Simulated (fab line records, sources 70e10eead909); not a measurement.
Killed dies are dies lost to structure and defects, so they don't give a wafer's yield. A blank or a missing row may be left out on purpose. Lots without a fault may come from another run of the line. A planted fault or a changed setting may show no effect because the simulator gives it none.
fab line records | flow nand_harc
record lots=23 wafers=69 last_day=34
route steps=1302 shown A_STAIRCASE@869 A_SGD_CUT@920 A_SLIT@937 A_WL_FILL@959
lots that met no fault: from a run of the same line without faults
start_h: hours from the record's first day to the start of the lot's first wafer shown | wait_h: hours since the lot's step before | " the same as in the row above | L1.1+2: a row that stands for several wafers | - no value, or no start given | * or withheld: withheld | < > ~ a bound
route shown NAME@n: a module of which the file shows steps, and the number in the route of the first | usual: mean/standard deviation of fault-free wafers | same: alike in all rows | chamber/n: place in a boat | sites: the reading at each site | _std_site: their standard deviation | _edge_site: outer sites' mean less inner sites' | radius_mm: how far each site lies from the wafer's centre | mask NAME#n: copy n | behind: the tool/chamber that last shaped the wafer | hold: why the lot was held/for how many hours/how that ended | device: the transistor (n, p or np) that didn't switch | end of line: the same wafers' tests at the end of the route | a step without rows: its recipe alone | killed: dies lost to structure and defects at the first sort, not the wafer's yield | map: a wafer's dies, x killed, . not, _ none there
set.NAME: the setting as run; set.NAME@STEP: as run at that earlier step | model.NAME: the simulator's own value behind a step, which no gauge read
steps of the route over a sample of lots; a table a step, a row a wafer
services: from which hour (start_h, from the record's first day; less than 0 if before it) a tool's chamber was out of use, for how many hours, and why
## steps
# step NHARC_A_STAIRCASE_DESCUM_443
# recipe time_s=3 o2_flow_sccm=200 ar_flow_sccm=0 bias_power_w=0 chemistry=O2
# usual drypump_motor_current_A=5.7/0.39 mfc_ar_sccm=0.006/0.0091 oes_product_au=1.003/0.011 rf_vpp_V=57.6/1.1 showerhead_plenum_p_Torr=1.88/0.095 throttle_valve_pct=11.311/0.0093
# columns lot.wafer tool chamber start_h wait_h drypump_motor_current_A mfc_ar_sccm oes_product_au rf_hours_counter_h rf_vpp_V showerhead_plenum_p_Torr throttle_valve_pct
L074.2 rie_diel-10 1 439.89 - 5.3 0 0.996 2 59.4 1.93 11.325
L074.1 " 2 " " 5.6 0.006 1.018 3 57.0 1.79 11.318
L074.4 " 3 " " 5.4 0.019 1.013 2 57.4 1.82 11.310
L075.4 rie_diel-07 0 439.93 - 5.9 0 0.978 39 55.2 1.79 11.307
L075.6 " 3 " " 5.4 0 0.983 - 58.3 1.83 11.302
L075.5 " 0 " " 6.0 0 0.989 - 57.2 1.79 11.313
L076.3 rie_diel-08 3 439.96 - 5.7 0 1.003 17 56.7 1.84 11.317
L076.4 " 1 " " 6.6 0 1.005 16 56.5 1.87 11.313
L076.5 " 3 " " 5.7 0 1.001 - 57.3 1.84 11.335
L079.4 rie_diel-10 1 470.52 - 5.3 0 1.002 12 58.2 1.93 11.295
L079.2 " 2 " " 5.5 0.006 1.017 11 56.0 1.79 11.315
L079.6 " 3 " " 5.4 0.019 1.001 - 58.0 1.81 11.308
L077.3 rie_diel-07 0 470.66 - 6.0 0 0.981 45 56.7 1.79 11.320
L077.1 " 1 " " 5.3 0.000 0.992 39 59.3 1.97 11.317
L077.5 " 1 " " 5.3 0.000 0.998 - 58.6 1.97 11.310
L078.3 rie_diel-08 3 475.14 - 5.6 0 1.005 29 58.1 1.83 11.313
L078.5 " 0 " " 6.0 0 1.008 - 59.7 2.03 11.303
L078.6 " 1 " " 6.6 0 1.025 - 57.9 1.87 11.311
L081.4 rie_diel-08 1 510.39 - 6.6 0 1.028 38 57.8 1.87 11.335
L081.2 " 2 " " 6.5 0 1.009 38 59.6 1.98 11.305
L081.1 " 0 " " 5.9 0 1.007 38 58.4 2.03 11.314
L080.4 rie_diel-07 3 510.57 - 5.4 0 0.986 7 56.8 1.82 11.300
L080.5 " 1 " " 5.3 0.000 1.006 - 57.9 1.96 11.325
L080.6 " 2 " " 6.2 0.030 1.001 - 57.6 2.06 11.319
L082.3 rie_diel-10 3 510.71 - 5.5 0.019 1.015 23 57.9 1.81 11.311
L082.1 " 2 " " 5.6 0.006 1.027 25 55.3 1.79 11.331
L082.5 " 0 " " 5.5 0.010 1.021 - 57.3 1.83 11.312
L086.2 rie_diel-10 3 551.03 - 5.4 0.019 1.003 33 57.3 1.81 11.300
L086.1 " 0 " " 5.5 0.010 1.012 36 58.4 1.82 11.302
L086.6 " 1 " " 5.3 0 0.995 - 59.8 1.92 11.318
L087.4 rie_diel-10 2 551.07 - 5.6 0.006 1.012 37 57.5 1.78 11.322
L087.2 " 0 " " 5.5 0.010 1.004 36 58.0 1.82 11.308
L087.1 " 1 " " 5.3 0 0.988 37 56.9 1.92 11.324
L085.3 rie_diel-10 3 551.16 - 5.4 0.019 1.007 33 57.7 1.81 11.293
L085.5 " 0 " " 5.5 0.010 1.007 - 56.9 1.82 11.312
L085.6 " 1 " " 5.3 0 0.995 - 57.9 1.92 11.287
L084.2 rie_diel-10 3 551.39 - 5.4 0.019 1.009 33 57.1 1.81 11.312
L084.4 " 0 " " 5.5 0.010 1.011 36 56.7 1.82 11.317
L084.6 " 3 " " 5.4 0.019 1.009 - 56.9 1.81 11.304
L089.2 rie_diel-08 1 577.80 - 6.6 0 0.997 4 57.1 1.86 11.301
L089.1 " 0 " " 6.0 0 0.992 5 57.7 2.02 11.312
L089.4 " 0 " " 6.0 0 0.982 - 57.8 2.02 11.309
L088.2 rie_diel-10 2 577.96 - 5.5 0.006 1.036 52 58.0 1.78 11.309
L088.5 " 2 " " 5.6 0.006 1.028 - 57.5 1.78 11.310
L088.6 " 3 " " 5.4 0.019 1.013 - 56.3 1.80 11.322
L091.1 rie_diel-07 1 578.12 - 5.3 0.000 0.991 29 57.1 1.96 11.294
L091.4 " 3 " " 5.4 0 0.993 25 56.1 1.82 11.315
L091.2 " 0 " " 6.0 0 1.004 26 57.9 1.78 11.314
L090.3 rie_diel-10 1 589.22 - 5.3 0 0.997 61 56.9 1.91 11.301
L090.6 " 0 " " 5.5 0.010 1.008 - 56.1 1.82 11.301
L090.5 " 1 " " 5.3 0 0.994 - 55.7 1.91 11.316
L093.4 rie_diel-10 3 608.54 - 5.4 0.019 0.999 1 56.5 1.80 11.314
L093.6 " 1 " " 5.3 0 0.976 - 57.9 1.91 11.303
L093.5 " 2 " " 5.6 0.006 0.996 - 57.8 2.08 11.294
L092.2 rie_diel-07 2 608.68 - 6.1 0.030 1.008 39 58.0 2.05 11.308
L092.3 " 3 " " 5.4 0 0.996 36 57.1 1.81 11.313
L092.1 " 1 " " 5.3 0.000 0.993 37 57.9 1.95 11.309
L094.3 rie_diel-07 0 636.41 - 6.0 0 1.009 43 56.1 1.77 11.303
L094.6 " 3 " " 5.5 0 0.995 - 57.0 1.81 11.323
L094.5 " 0 " " 5.9 0 1.005 - 57.9 1.77 11.303
L096.1 rie_diel-10 3 655.44 - 5.4 0.019 1.012 17 57.9 1.79 11.320
L096.2 " 0 " " 5.5 0.010 0.997 14 57.9 1.81 11.317
L096.6 " 1 " " 5.3 0 0.984 - 56.8 1.91 11.319
L097.4 rie_diel-10 0 655.48 - 5.5 0.010 0.989 14 57.6 1.81 11.309
L097.3 " 3 " " 5.4 0.019 1.009 17 57.1 1.79 11.309
L097.5 " 1 " " 5.3 0 0.985 - 57.2 1.91 11.314
L095.1 rie_diel-08 3 655.80 - 5.7 0 0.993 27 58.0 1.82 11.308
L095.2 " 1 " " 6.6 0 1.002 33 56.1 1.85 11.307
L095.6 " 3 " " 5.7 0 0.996 - 57.0 1.81 11.307
# step NHARC_A_STAIRCASE_STRIP_446
# recipe power_w=1500 temp_c=250 chemistry=O2
# usual drypump_motor_current_A=5.67/0.14 heater_power_w=345/30
# columns lot.wafer tool chamber start_h wait_h drypump_motor_current_A heater_power_w rf_hours_counter_h
L076.4 plasma_asher-01 1 444.50 0.1 5.30 412 -
L076.3 " 0 " " 5.61 326 -
L076.5 " 1 " " 5.31 404 -
L075.4 plasma_asher-02 1 444.50 0.2 5.74 361 -
L075.5 " 0 " " 5.68 322 -
L075.6 " 1 " " 5.78 350 -
L074.2 plasma_asher-02 1 444.64 0.3 5.72 359 1
L074.1 " 0 " " 5.68 317 1
L074.4 " 0 " " 5.66 322 -
L079.2 plasma_asher-02 0 474.97 0.0 5.71 319 10
L079.4 " 1 " " 5.75 356 -
L079.6 " 0 " " 5.72 318 -
L077.1 plasma_asher-02 0 475.30 0.2 5.69 317 10
L077.3 " 0 " " 5.73 316 -
L077.5 " 1 " " 5.76 369 -
L078.3 plasma_asher-02 1 479.72 0.2 5.80 357 -
L078.6 " 0 " " 5.72 314 -
L078.5 " 1 " " 5.83 358 -
L081.2 plasma_asher-02 0 514.96 0.1 5.67 325 25
L081.1 " 1 " " 5.78 361 25
L081.4 " 0 " " 5.69 324 -
L080.4 plasma_asher-02 1 515.38 0.4 5.82 366 -
L080.6 " 0 " " 5.73 322 -
L080.5 " 1 " " 5.79 362 -
L082.1 plasma_asher-02 1 515.52 0.3 5.80 350 26
L082.3 " 1 " " 5.77 356 -
L082.5 " 1 " " 5.73 348 -
L086.1 plasma_asher-02 0 556.32 0.0 5.69 318 41
L086.2 " 1 " " 5.75 345 41
L086.6 " 0 " " 5.68 315 -
L087.2 plasma_asher-02 0 560.32 0.3 5.68 325 43
L087.1 " 1 " " 5.76 359 43
L087.4 " 1 " " 5.75 357 -
L085.3 plasma_asher-02 1 563.12 0.2 5.80 359 -
L085.6 " 1 " " 5.77 358 -
L085.5 " 0 " " 5.70 326 -
L084.2 plasma_asher-02 1 565.95 0.1 5.78 362 46
L084.4 " 1 " " 5.77 357 -
L084.6 " 1 " " 5.80 355 -
L088.2 plasma_asher-02 0 582.47 0.0 5.65 318 50
L088.6 " 0 " " 5.74 321 -
L088.5 " 1 " " 5.74 365 -
L091.1 plasma_asher-01 0 582.65 0.1 5.60 346 2
L091.2 " 1 " " 5.30 416 2
L091.4 " 1 " " 5.29 415 -
L089.1 plasma_asher-02 1 585.21 0.0 5.75 358 51
L089.2 " 0 " " 5.69 324 51
L089.4 " 1 " " 5.80 358 -
L090.3 plasma_asher-02 0 593.75 0.1 5.69 327 -
L090.6 " 0 " " 5.69 318 -
L090.5 " 1 " " 5.74 358 -
L093.4 plasma_asher-02 1 613.03 0.2 5.77 349 -
L093.5 " 0 " " 5.71 308 -
L093.6 " 1 " " 5.81 350 -
L092.2 plasma_asher-01 1 613.14 0.0 5.29 417 8
L092.1 " 0 " " 5.59 336 8
L092.3 " 1 " " 5.29 426 -
L094.3 plasma_asher-01 1 641.00 0.1 5.29 417 -
L094.6 " 1 " " 5.29 425 -
L094.5 " 0 " " 5.61 344 -
L096.1 plasma_asher-02 0 660.01 0.0 5.70 315 7
L096.2 " 1 " " 5.70 355 7
L096.6 " 0 " " 5.70 310 -
L095.2 plasma_asher-01 1 660.30 0.0 5.30 421 21
L095.1 " 0 " " 5.59 340 21
L095.6 " 1 " " 5.29 421 -
L097.4 plasma_asher-02 0 662.94 0.1 5.74 304 -
L097.3 " 1 " " 5.77 344 -
L097.5 " 0 " " 5.72 311 -
# step NHARC_A_STAIRCASE_INSPECT_155
# usual raw_defect_count=440/170
# columns lot.wafer tool chamber start_h wait_h raw_defect_count
L075.4 defect_inspect-01 - 446.95 0.1 371
L075.5 " - " " 327
L075.6 " - " " 463
L076.3 defect_inspect-02 - 446.99 0.1 569
L076.4 " - " " 499
L076.5 " - " " 470
L074.1 defect_inspect-02 - 447.38 0.1 497
L074.2 " - " " 602
L074.4 " - " " 548
L079.2 defect_inspect-01 - 478.03 0.1 330
L079.4 " - " " 290
L079.6 " - " " 299
L077.1 defect_inspect-02 - 478.16 0.1 464
L077.3 " - " " 397
L077.5 " - " " 618
L078.3 defect_inspect-02 - 482.55 0.1 585
L078.5 " - " " 633
L078.6 " - " " 918
L081.1 defect_inspect-01 - 517.60 0.1 299
L081.2 " - " " 243
L081.4 " - " " 248
L080.4 defect_inspect-01 - 517.83 0.1 274
L080.5 " - " " 391
L080.6 " - " " 243
L082.1 defect_inspect-02 - 518.11 0.1 886
L082.3 " - " " 520
L082.5 " - " " 550
L086.1 defect_inspect-01 - 558.93 0.1 542
L086.2 " - " " 348
L086.6 " - " " 399
L087.1 defect_inspect-02 - 563.21 0.1 387
L087.2 " - " " 187
L087.4 " - " " 310
L085.3 defect_inspect-02 - 565.72 0.1 338
L085.5 " - " " 294
L085.6 " - " " 265
L084.2 defect_inspect-02 - 568.73 0.1 444
L084.4 " - " " 458
L084.6 " - " " 414
L088.2 defect_inspect-02 - 585.06 0.1 251
L088.5 " - " " 266
L088.6 " - " " 304
L091.1 defect_inspect-02 - 585.29 0.1 331
L091.2 " - " " 421
L091.4 " - " " 327
L089.1 defect_inspect-02 - 587.83 0.1 461
L089.2 " - " " 488
L089.4 " - " " 325
L090.3 defect_inspect-01 - 596.27 0.1 486
L090.5 " - " " 524
L090.6 " - " " 359
L093.4 defect_inspect-02 - 615.49 0.1 538
L093.5 " - " " 713
L093.6 " - " " 374
L092.1 defect_inspect-01 - 615.72 0.1 326
L092.2 " - " " 282
L092.3 " - " " 273
L094.3 defect_inspect-01 - 643.59 0.1 527
L094.5 " - " " 294
L094.6 " - " " 271
L096.1 defect_inspect-02 - 662.70 0.1 510
L096.2 " - " " 597
L096.6 " - " " 833
L095.1 defect_inspect-01 - 662.92 0.1 473
L095.2 " - " " 581
L095.6 " - " " 362
L097.3 defect_inspect-02 - 665.43 0.1 492
L097.4 " - " " 335
L097.5 " - " " 414
# step NHARC_A_SGD_CUT_STRIP_28
# recipe time_s=20 o2_flow_sccm=500 ar_flow_sccm=0 bias_w=0 chemistry=O2
# usual drypump_motor_current_A=5.6/0.43 mfc_ar_sccm=0.008/0.012 oes_product_au=0.995/0.0098 rf_vpp_V=57.8/0.88 showerhead_plenum_p_Torr=3.54/0.14 throttle_valve_pct=17.036/0.0084
# columns lot.wafer tool chamber start_h wait_h drypump_motor_current_A mfc_ar_sccm oes_product_au rf_hours_counter_h rf_vpp_V showerhead_plenum_p_Torr throttle_valve_pct
L074.1 rie_diel-13 1 458.73 0.1 5.7 0 0.996 4.1 58.4 3.66 17.029
L074.2 " 2 " " 5.2 0.002 0.985 4.4 57.4 3.34 17.038
L074.4 " 3 " " 5.3 0 0.993 - 58.3 3.63 17.047
L075.4 rie_diel-12 2 - - 5.0 0.003 1.007 0.2 56.9 3.38 17.055
L075.5 " 3 " " 5.5 0.001 0.993 - 58.4 3.78 17.036
L075.6 " 0 " " 5.1 0.029 0.996 - 58.1 3.58 17.028
L076.4 rie_diel-12 0 - - 5.1 0.029 0.993 0.1 58.4 3.58 17.037
L076.3 " 2 " " 5.0 0.003 0.997 0.2 57.0 3.38 17.050
L076.5 " 0 " " 5.1 0.029 0.991 - 57.7 3.58 17.048
L077.3 rie_diel-13 2 - - 5.1 0.002 0.983 5.8 57.5 3.33 17.047
L077.1 " 0 " " 6.4 0 0.974 4.8 57.5 3.41 17.054
L077.5 " 2 " " 5.2 0.002 0.970 - 55.7 3.33 17.035
L079.4 rie_diel-03 2 - - 6.4 0.009 0.991 1.3 56.8 3.37 17.060
L079.2 " 0 " " 5.4 0.035 0.983 1.2 56.7 3.59 17.032
L079.6 " 2 " " 6.3 0.009 0.992 - 57.9 3.37 17.039
L078.3 rie_diel-13 1 - - 5.8 0 1.004 5.5 59.0 3.66 17.035
L078.5 " 1 " " 5.8 0 0.997 - 57.8 3.66 17.029
L078.6 " 2 " " 5.2 0.002 0.976 - 56.1 3.33 17.023
L080.4 rie_diel-03 0 - - 5.5 0.035 0.986 5.0 56.5 3.59 17.043
L080.5 " 1 " " 6.1 0 0.997 - 57.4 3.43 17.022
L080.6 " 2 " " 6.3 0.009 0.993 - 57.5 3.37 17.044
L081.4 rie_diel-12 2 - - 5.0 0.003 0.997 5.1 57.2 3.37 17.026
L081.1 " 3 " " 5.6 0.001 0.994 4.6 58.1 3.77 17.030
L081.2 " 0 " " 5.1 0.029 1.006 4.0 58.3 3.57 17.034
L082.1 rie_diel-12 0 - - 5.1 0.029 0.990 4.0 58.7 3.57 17.054
L082.3 " 1 " " 5.3 0 0.994 4.4 58.4 3.57 17.040
L082.5 " 3 " " 5.5 0.001 0.989 - 58.0 3.77 17.036
L086.2 rie_diel-03 0 - - 5.4 0.035 0.984 7.5 58.4 3.59 17.021
L086.1 " 3 " " 5.6 0.003 1.015 7.9 57.2 3.62 17.028
L086.6 " 0 " " 5.4 0.035 0.987 - 57.5 3.59 17.040
L087.2 rie_diel-03 3 - - 5.7 0.003 1.006 8.5 57.3 3.62 17.036
L087.4 " 0 " " 5.5 0.035 0.979 7.8 58.2 3.59 17.027
L087.1 " 2 " " 6.4 0.009 0.992 9.4 58.0 3.37 17.039
L085.3 rie_diel-12 3 - - 5.5 0.001 0.985 7.7 58.1 3.77 17.037
L085.5 " 3 " " 5.6 0.001 1.001 - 58.1 3.77 17.034
L085.6 " 0 " " 5.1 0.029 0.993 - 58.2 3.57 17.026
L084.2 rie_diel-13 1 - - 5.7 0 0.999 2.3 58.9 3.66 17.038
L084.4 " 0 " " 6.4 0 1.002 2.5 57.8 3.41 17.040
L084.6 " 2 " " 5.2 0.002 0.999 - 57.4 3.33 17.029
L091.1 rie_diel-12 0 - - 5.1 0.029 1.006 6.3 57.7 3.57 17.044
L091.4 " 1 " " 5.3 0 1.000 8.5 58.2 3.57 17.040
L091.2 " 2 " " 5.1 0.003 1.012 9.4 57.9 3.37 17.038
L089.4 rie_diel-13 1 - - 5.8 0 0.999 2.9 58.2 3.66 17.047
L089.2 " 2 " " 5.2 0.002 1.003 3.3 57.7 3.33 17.031
L089.1 " 3 " " 5.3 0 1.000 3.7 57.3 3.63 17.034
L088.2 rie_diel-13 2 - - 5.1 0.002 0.995 3.3 57.9 3.33 17.052
L088.6 " 1 " " 5.8 0 1.006 - 57.0 3.66 17.036
L088.5 " 2 " " 5.2 0.002 0.995 - 58.2 3.33 17.035
L090.3 rie_diel-03 3 - - 5.7 0.003 1.013 9.4 57.7 3.62 17.032
L090.6 " 2 " " 6.4 0.009 0.998 - 57.7 3.37 17.040
L090.5 " 3 " " 5.7 0.003 1.016 - 59.0 3.62 17.044
L092.3 rie_diel-03 2 623.31 0.1 6.4 0.009 0.983 11.9 56.8 3.37 17.031
L092.1 " 3 " " 5.7 0.003 1.002 11.0 57.8 3.62 17.043
L092.2 " 0 " " 5.4 0.035 0.990 10.3 58.7 3.59 17.028
L093.4 rie_diel-13 2 - - 5.2 0.002 1.005 5.7 55.8 3.33 17.044
L093.5 " 1 " " 5.8 0 1.010 - 58.7 3.66 17.027
L093.6 " 2 " " 5.2 0.002 1.007 - 57.6 3.33 17.032
L094.3 rie_diel-03 0 - - 5.5 0.035 0.983 0.8 59.4 3.59 17.047
L094.5 " 0 " " 5.5 0.035 0.992 - 58.0 3.59 17.030
L094.6 " 1 " " 6.2 0 0.969 - 56.6 3.42 17.028
L096.1 rie_diel-12 2 - - 5.0 0.003 1.015 3.1 57.1 3.37 17.025
L096.2 " 3 " " 5.6 0.001 0.993 3.2 58.1 3.77 17.034
L096.6 " 1 " " 5.3 0 1.008 - 57.7 3.57 17.040
L095.2 rie_diel-13 0 - - 6.4 0 0.983 7.7 57.4 3.41 17.043
L095.1 " 2 " " 5.2 0.002 1.005 7.6 57.8 3.33 17.044
L095.6 " 0 " " 6.4 0 0.983 - 58.6 3.41 17.047
L097.4 rie_diel-03 0 - - 5.4 0.035 0.986 2.8 56.9 3.59 17.035
L097.3 " 2 " " 6.3 0.009 0.994 3.1 57.5 3.37 17.038
L097.5 " 0 " " 5.4 0.035 0.997 - 59.1 3.59 17.049
# step NHARC_A_SLIT_ETCH_24
# recipe target_depth_a=1210 time_s=60.5 cf4_flow_sccm=100 chf3_flow_sccm=30 ar_flow_sccm=0 rf_w=500 bias_w=200 chemistry=CF4/CHF3
# usual drypump_motor_current_A=5.6/0.61 mfc_ar_sccm=0.007/0.0097 oes_product_au=0.963/0.013 rf_vpp_V=370.9/2.2 showerhead_plenum_p_Torr=1.58/0.061 throttle_valve_pct=16.802/0.009
# columns lot.wafer tool chamber start_h wait_h drypump_motor_current_A mfc_ar_sccm oes_product_au rf_hours_counter_h rf_vpp_V showerhead_plenum_p_Torr throttle_valve_pct
L074.2 rie_diel-04 1 467.06 0.1 4.9 0.027 0.941 7 369.8 1.57 16.805
L074.1 " 2 " " 5.7 0 0.970 6 370.3 1.54 16.823
L074.4 " 3 " " 6.8 0.011 0.975 7 371.6 1.63 16.802
L075.4 rie_diel-06 3 467.59 0.1 4.8 0 0.929 8 373.8 1.62 16.811
L075.5 " 2 " " 6.2 0.018 0.943 - 368.6 1.50 16.802
L075.6 " 3 " " 4.8 0 0.937 - 372.1 1.62 16.783
L076.3 rie_diel-11 2 468.90 0.1 5.4 0 0.929 1 369.8 1.51 16.796
L076.4 " 0 " " 5.7 0.019 0.946 1 373.4 1.67 16.810
L076.5 " 3 " " 5.7 0 0.963 - 367.6 1.49 16.795
L077.3 rie_diel-04 0 491.04 0.1 5.7 0 0.959 9 369.0 1.57 16.801
L077.1 " 1 " " 4.9 0.027 0.942 8 371.2 1.57 16.810
L077.5 " 0 " " 5.8 0 0.964 - 369.3 1.57 16.780
L079.4 rie_diel-04 0 494.10 0.1 5.8 0 0.967 10 370.6 1.56 16.799
L079.2 " 2 " " 5.7 0 0.989 7 368.9 1.54 16.795
L079.6 " 1 " " 4.9 0.027 0.942 - 371.3 1.57 16.801
L078.3 rie_diel-06 0 500.33 0.1 6.3 0 0.986 0 374.3 1.64 16.807
L078.5 " 2 " " 6.2 0.018 0.952 - 369.2 1.50 16.802
L078.6 " 3 " " 4.8 0 0.963 - 371.3 1.62 16.803
L080.4 rie_diel-11 0 530.29 0.1 5.7 0.019 0.970 5 374.0 1.67 16.801
L080.6 " 1 " " 4.8 0 0.942 - 372.5 1.66 16.802
L080.5 " 2 " " 5.4 0 0.948 - 369.6 1.51 16.800
L081.2 rie_diel-04 0 530.76 0.1 5.8 0 0.965 12 370.3 1.56 16.827
L081.1 " 1 " " 4.9 0.027 0.943 10 371.7 1.57 16.805
L081.4 " 0 " " 5.8 0 0.969 - 370.6 1.56 16.799
L082.1 rie_diel-06 0 532.56 0.1 6.3 0 0.968 2 372.6 1.64 16.811
L082.3 " 1 " " 4.9 0.018 0.972 3 372.1 1.58 16.806
L082.5 " 0 " " 6.3 0 0.964 - 372.7 1.64 16.798
L086.2 rie_diel-11 2 571.91 0.1 5.4 0 0.953 7 368.3 1.51 16.796
L086.1 " 0 " " 5.7 0.019 0.958 8 374.2 1.66 16.796
L086.6 " 1 " " 4.8 0 0.957 - 375.3 1.66 16.801
L085.3 rie_diel-11 1 576.53 0.1 4.8 0 0.957 8 372.2 1.66 16.808
L085.6 " 1 " " 4.8 0 0.950 - 373.5 1.66 16.799
L085.5 " 2 " " 5.4 0 0.956 - 369.4 1.51 16.797
L087.4 rie_diel-06 2 576.71 0.1 6.2 0.018 0.959 5 368.4 1.50 16.788
L087.2 " 0 " " 6.3 0 0.958 4 373.5 1.64 16.800
L087.1 " 1 " " 4.9 0.018 0.970 5 371.5 1.58 16.795
L084.4 rie_diel-06 3 583.39 0.1 4.8 0 0.980 6 374.6 1.62 16.806
L084.2 " 0 " " 6.3 0 0.989 5 373.2 1.64 16.809
L084.6 " 3 " " 4.8 0 0.967 - 372.1 1.62 16.803
L089.4 rie_diel-04 3 597.92 0.1 6.8 0.011 0.974 2 373.3 1.63 16.798
L089.2 " 0 " " 5.8 0 0.952 1 368.7 1.56 16.806
L089.1 " 1 " " 4.9 0.027 0.963 2 369.1 1.57 16.817
L091.2 rie_diel-11 0 598.10 0.1 5.7 0.019 0.961 11 373.8 1.66 16.805
L091.1 " 1 " " 4.8 0 0.970 10 374.0 1.66 16.797
L091.4 " 2 " " 5.4 0 0.969 10 367.8 1.51 16.810
L088.2 rie_diel-04 1 599.15 0.1 4.9 0.027 0.962 2 370.2 1.57 16.805
L088.6 " 3 " " 6.8 0.011 0.975 - 372.5 1.63 16.792
L088.5 " 0 " " 5.8 0 0.969 - 368.6 1.56 16.819
L090.3 rie_diel-04 0 611.38 0.1 5.8 0 0.961 3 370.6 1.56 16.808
L090.5 " 0 " " 5.8 0 0.963 - 370.4 1.56 16.806
L090.6 " 1 " " 4.9 0.027 0.960 - 370.5 1.57 16.792
L092.1 rie_diel-06 0 631.23 0.1 6.2 0 0.952 7 371.2 1.64 16.798
L092.3 " 2 " " 6.2 0.018 0.970 8 367.2 1.49 16.801
L092.2 " 3 " " 4.8 0 0.979 7 372.9 1.62 16.825
L093.4 rie_diel-11 2 632.67 0.1 5.4 0 0.956 1 368.7 1.51 16.786
L093.6 " 3 " " 5.7 0 0.982 - 366.3 1.48 16.805
L093.5 " 0 " " 5.7 0.019 0.979 - 374.2 1.66 16.807
L094.3 rie_diel-11 3 661.13 0.1 5.7 0 0.967 2 368.1 1.48 16.812
L094.6 " 0 " " 5.7 0.019 0.965 - 373.6 1.66 16.801
L094.5 " 1 " " 4.8 0 0.975 - 373.5 1.66 16.804
L096.1 rie_diel-06 1 680.45 0.1 4.9 0.018 0.964 1 371.1 1.58 16.801
L096.2 " 3 " " 4.8 0 0.989 1 372.1 1.62 16.787
L096.6 " 1 " " 4.9 0.018 0.959 - 372.5 1.58 16.791
L095.2 rie_diel-04 3 680.76 0.1 6.8 0.011 0.952 5 371.8 1.63 16.818
L095.1 " 1 " " 4.9 0.027 0.979 5 370.6 1.57 16.797
L095.6 " 3 " " 6.8 0.011 0.959 - 373.8 1.63 16.807
L097.3 rie_diel-11 1 681.28 0.1 4.8 0 0.966 4 374.3 1.66 16.806
L097.4 " 2 " " 5.4 0 0.960 3 369.3 1.51 16.803
L097.5 " 1 " " 4.8 0 0.960 - 372.5 1.66 16.818
# step NHARC_A_WL_FILL_STRIP_27
# recipe power_w=1500 temp_c=250 time_s=20 chemistry=N2/H2
# usual drypump_motor_current_A=5.63/0.17 heater_power_w=354/37
# columns lot.wafer tool chamber start_h wait_h drypump_motor_current_A heater_power_w rf_hours_counter_h
L075.4 plasma_asher-02 0 481.76 0.1 5.69 317 -
L075.5 " 0 " " 5.72 327 -
L075.6 " 1 " " 5.77 355 -
L074.2 plasma_asher-02 0 481.85 0.1 5.71 316 12
L074.1 " 1 " " 5.77 358 12
L074.4 " 0 " " 5.70 322 -
L076.4 plasma_asher-02 0 485.65 0.1 5.71 319 -
L076.3 " 1 " " 5.77 358 -
L076.5 " 1 " " 5.77 359 -
L077.1 plasma_asher-02 0 505.67 0.1 5.72 314 21
L077.3 " 1 " " 5.76 357 -
L077.5 " 1 " " 5.79 354 -
L079.2 plasma_asher-02 0 509.80 0.2 5.69 316 23
L079.4 " 1 " " 5.77 345 -
L079.6 " 1 " " 5.78 362 -
L078.3 plasma_asher-02 0 514.89 0.2 5.70 321 -
L078.5 " 1 " " 5.81 351 -
L078.6 " 0 " " 5.69 323 -
L081.2 plasma_asher-02 0 544.92 0.1 5.69 321 38
L081.1 " 1 " " 5.77 357 38
L081.4 " 1 " " 5.74 347 -
L080.4 plasma_asher-02 1 545.09 0.3 5.79 360 -
L080.5 " 1 " " 5.78 351 -
L080.6 " 0 " " 5.66 321 -
L082.1 plasma_asher-02 1 548.64 0.1 5.79 353 40
L082.3 " 0 " " 5.69 320 -
L082.5 " 0 " " 5.70 319 -
L086.2 plasma_asher-01 0 586.84 0.1 5.58 342 3
L086.1 " 1 " " 5.31 423 3
L086.6 " 0 " " 5.60 344 -
L085.3 plasma_asher-01 1 591.17 0.2 5.32 423 -
L085.6 " 0 " " 5.59 341 -
L085.5 " 1 " " 5.31 426 -
L087.2 plasma_asher-02 0 595.35 0.1 5.69 321 54
L087.1 " 1 " " 5.81 364 54
L087.4 " 0 " " 5.66 321 -
L084.2 plasma_asher-02 1 599.13 0.1 5.76 364 54
L084.4 " 1 " " 5.83 355 -
L084.6 " 0 " " 5.70 320 -
L089.1 plasma_asher-02 0 612.48 0.1 5.74 306 0
L089.2 " 1 " " 5.75 361 0
L089.4 " 0 " " 5.74 315 -
L091.1 plasma_asher-01 0 612.49 0.1 5.60 339 8
L091.2 " 1 " " 5.30 427 8
L091.4 " 1 " " 5.30 427 -
L088.2 plasma_asher-01 1 616.72 0.3 5.32 421 9
L088.5 " 0 " " 5.62 344 -
L088.6 " 1 " " 5.30 420 -
L090.3 plasma_asher-01 1 626.79 0.2 5.30 418 -
L090.5 " 0 " " 5.61 346 -
L090.6 " 1 " " 5.29 425 -
L092.1 plasma_asher-01 1 645.81 0.1 5.30 414 18
L092.2 " 0 " " 5.60 344 18
L092.3 " 1 " " 5.29 421 -
L093.4 plasma_asher-02 1 648.04 0.1 5.77 356 -
L093.5 " 1 " " 5.78 355 -
L093.6 " 0 " " 5.69 319 -
L094.3 plasma_asher-02 0 675.76 0.1 5.70 309 -
L094.5 " 0 " " 5.65 316 -
L094.6 " 1 " " 5.77 348 -
L095.2 plasma_asher-01 1 695.24 0.1 5.27 425 29
L095.1 " 0 " " 5.61 339 29
L095.6 " 1 " " 5.26 418 -
L096.2 plasma_asher-01 1 695.60 0.2 5.29 432 29
L096.1 " 0 " " 5.61 345 29
L096.6 " 0 " " 5.58 351 -
L097.3 plasma_asher-01 1 698.78 0.1 5.30 424 -
L097.4 " 0 " " 5.61 339 -
L097.5 " 1 " " 5.30 426 -
## services
# columns tool chamber start_h hours kind
rie_diel-10 3 419.27 15.5 repair
rie_diel-11 0 420.12 22.7 repair
rie_diel-10 - 420.36 9.0 pm
plasma_asher-02 - 426.17 9.0 pm
rie_diel-04 1 430.13 2.9 repair
rie_diel-11 - 432.50 9.0 pm
rie_diel-04 1 435.31 17.9 repair
rie_diel-10 1 436.12 3.5 repair
rie_diel-13 0 448.59 13.3 repair
plasma_asher-01 - 457.62 109.0 repair
rie_diel-03 - 458.45 9.0 pm
rie_diel-11 1 474.23 6.2 repair
rie_diel-04 3 511.16 4.5 repair
rie_diel-13 - 519.00 9.0 pm
rie_diel-04 2 526.47 6.6 repair
rie_diel-04 - 531.90 9.0 pm
rie_diel-11 3 566.30 7.3 repair
plasma_asher-01 - 566.62 9.0 pm
rie_diel-03 - 590.52 2.5 repair
rie_diel-10 - 597.36 9.0 pm
plasma_asher-02 - 603.34 9.0 pm
rie_diel-04 3 608.83 6.3 repair
plasma_asher-02 - 614.36 12.3 repair
rie_diel-10 0 621.08 12.0 repair
## key
fault none
